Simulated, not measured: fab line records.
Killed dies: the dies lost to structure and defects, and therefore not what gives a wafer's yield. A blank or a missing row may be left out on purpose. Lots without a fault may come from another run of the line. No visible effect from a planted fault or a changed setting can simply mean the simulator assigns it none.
The tool behind it: which one? | flow n5_finfet | 6 lots, 16 wafers sampled, at 2 steps of a route of 1938

== WHAT THE GAUGES READ, wafer by wafer ==
N5_BEOL_M15_CD_MEAS_28: the cd target is 407.6 nm.
lot  | measured     | on        | cd_nm (nm)
L625 | day 12 22:38 | cd_sem-02 | 405.8 404.8 405.7
L629 | day 13 05:57 | cd_sem-02 | 403.8 411.4 410.0
L635 | day 15 21:42 | cd_sem-02 | 409.3 411.6 409.5
L640 | day 16 14:20 | cd_sem-02 | 413.0 409.7 410.4
L645 | day 18 02:57 | cd_sem-01 | 408.3 409.4
L647 | day 18 20:51 | cd_sem-03 | 409.5 406.8

== TOOL THAT RAN EACH LOT (tool first, then ch and the chambers of the sampled wafers, then the start) ==
lot  | N5_GATE_CUT_CMP_43
L625 | cmp-01 ch 0,3, day 5 01:23
L629 | cmp-03 ch 0,1,2, day 5 21:20
L635 | cmp-03 ch 1,2,3, day 7 15:21
L640 | cmp-01 ch 1,2,3, day 8 12:57
L645 | cmp-03 ch 0,2, day 9 22:35
L647 | cmp-03 ch 0,3, day 10 08:59
- N5_GATE_CUT_CMP_43: polishes SiO2.

== THE ANSWER, worked out from the rows above alone ==
Rule: usual is defined by the lots themselves. Put in order of their means at a reading, lots are off if they are a third of the lots or fewer, leave a main group of 4 or more, and stand apart from it by a gap of 3 or more times the standard deviation of the main group's means; of several such gaps the widest counts. A main group is skipped when, at the precision printed for the reading in the tables above, its means are all equal. Also off: a lot with no number at a reading for which 4 or more lots have one. All remaining lots with rows at the step are treated as sound.
Across all readings shown, no lot is off: no conclusion can be drawn from this.

== WHAT THE SIMULATOR HAD INSERTED ==
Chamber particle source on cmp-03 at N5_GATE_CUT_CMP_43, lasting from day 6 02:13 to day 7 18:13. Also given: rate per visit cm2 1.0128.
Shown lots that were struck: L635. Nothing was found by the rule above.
